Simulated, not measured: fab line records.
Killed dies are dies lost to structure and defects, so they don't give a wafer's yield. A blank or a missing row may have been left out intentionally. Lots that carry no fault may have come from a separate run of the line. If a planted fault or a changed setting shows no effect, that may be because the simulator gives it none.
Matching of chambers | flow n5Finfet | rieDiel-01 running N5_BEOL_M2_ETCH_63: 4 sister chambers
The step etches SiARC in CF4, target depth 15.6 nm, time 26 s. 4 wafers are shown with their chamber, then 9 later ones without.

WAFERS WITH THEIR CHAMBER
wafer  | chamber | showerheadPlenumPTorr (Torr)
L076.4 | 0       | 2.12
L085.1 | 1       | 2.20
L085.4 | 2       | 2.03
L085.5 | 3       | 2.18

WAFERS WITH NO CHAMBER GIVEN
wafer  | showerheadPlenumPTorr (Torr)
L086.1 | 2.11
L086.2 | 2.18
L086.4 | 2.11
L091.1 | 2.19
L091.2 | 2.10
L091.4 | 2.19
L096.1 | 2.19
L096.5 | 2.17
L096.6 | 2.10

THE CHAMBER EACH PASSED THROUGH
wafer  | from the rows above     | in truth
L086.1 | 0                       | 0
L086.2 | can't be placed: 3 or 1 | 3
L086.4 | 0                       | 0
L091.1 | can't be placed: 3 or 1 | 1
L091.2 | 0                       | 0
L091.4 | can't be placed: 3 or 1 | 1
L096.1 | can't be placed: 3 or 1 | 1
L096.5 | can't be placed: 3 or 1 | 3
L096.6 | 0                       | 0
Placed correctly: 4 of 9. From these rows, 5 cannot be placed; in 5 the true chamber is one of the candidates. 0 placed wrongly.
How it was worked out, from the rows above alone: a wafer's distance from a chamber is the root of the sum, over the readings, of the square of ((its reading less the chamber's mean) divided by the reading's scatter). If the next closest chamber is less than 2 further off than the closest, the wafer can't be placed; otherwise it belongs to the closest. The mean given for a chamber averages the wafers shown for that chamber. The scatter: with one shown wafer a chamber, the root of the mean of the squares of how far each hidden wafer lies from its nearest shown one.
